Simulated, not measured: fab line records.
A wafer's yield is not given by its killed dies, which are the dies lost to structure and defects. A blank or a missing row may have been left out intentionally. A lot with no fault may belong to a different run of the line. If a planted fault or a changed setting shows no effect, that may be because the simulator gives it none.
One fault seen from 3 desks | flow n5Finfet | only its own numbers are on each desk; what lay behind them is given at the end

FOR THE TOOL OWNER'S DESK: rieDiel-04
The tool's own readings at N5_BEOL_M10_ETCH_41 (etches SiCN in CH3F/O2, target depth 42.6 nm, time 86 s): means of the sampled wafers that have a number, for each lot that ran on this tool. Marked OUT: a lot whose mean sits more than 4 standard deviations from the usual mean, which makes it out of limits; the brackets give that distance.
Columns: A = O2_flow_sccm at N5_BEOL_M10_ETCH_41, usual 20.00 sccm; B = drypumpMotorCurrentA at N5_BEOL_M10_ETCH_41, usual 5.8 A; C = oesProductAu at N5_BEOL_M10_ETCH_41, usual 0.81 a.u.; D = rfVppV at N5_BEOL_M10_ETCH_41, usual 297.6 V; E = showerheadPlenumPTorr at N5_BEOL_M10_ETCH_41, usual 2.01 Torr; F = throttleValvePct at N5_BEOL_M10_ETCH_41, usual 16.26 %
lot  | first seen here | A     | B   | C    | D     | E    | F
L148 | day 11 10:10    | 19.99 | 6.1 | 0.86 | 298.5 | 2.06 | 16.05
L159 | day 14 23:30    | 19.89 | 5.9 | 0.77 | 298.4 | 2.10 | 16.37
L160 | day 15 04:31    | 19.97 | 5.8 | 0.79 | 298.1 | 2.03 | 16.16
This desk found nothing out of limits on any of the 3 lots.

THE DEFECT DESK
Counts from the inspections along the route, per lot, as means over the sampled wafers that have a number. Marked OUT: a lot whose mean sits more than 4 standard deviations from the usual mean, which makes it out of limits; the brackets give that distance.
Columns: A = rawDefectCount at N5_BEOL_M10_INSPECT_30, usual 407
lot  | first seen here | A
L148 | day 11 09:36    | 464
L147 | day 11 21:20    | 296
L159 | day 14 22:38    | 522
L160 | day 15 04:05    | 386
L164 | day 15 17:56    | 405
L165 | day 15 21:04    | 402
This desk found nothing out of limits on any of the 6 lots.

METROLOGY DESK
What the gauges read, lot by lot, whatever tool the lot ran on: means of the sampled wafers that have a number. Marked OUT: a lot whose mean sits more than 4 standard deviations from the usual mean, which makes it out of limits; the brackets give that distance.
Columns: A = cdNm at N5_BEOL_M10_CD_MEAS_28, usual 70.0 nm; B = V9_OVL at N5_BEOL_M10_OVL_MEAS_29, usual -0.4 nm
lot  | first seen here | A    | B
L148 | day 11 09:33    | 70.1 | 1.1
L147 | day 11 21:16    | 69.7 | -0.1
L159 | day 14 22:35    | 68.6 | -1.1
L160 | day 15 04:01    | 70.0 | -0.1
L164 | day 15 17:53    | 68.4 | -1.2
L165 | day 15 21:01    | 70.4 | 0.7
This desk found nothing out of limits on any of the 6 lots.

BROUGHT TOGETHER
Nothing out of limits was seen by the tool owner's desk.
No out-of-limits result turned up at the defect desk.
At the metrology desk, nothing out of limits was observed.

WHAT HAD BEEN PUT IN BY THE SIMULATOR
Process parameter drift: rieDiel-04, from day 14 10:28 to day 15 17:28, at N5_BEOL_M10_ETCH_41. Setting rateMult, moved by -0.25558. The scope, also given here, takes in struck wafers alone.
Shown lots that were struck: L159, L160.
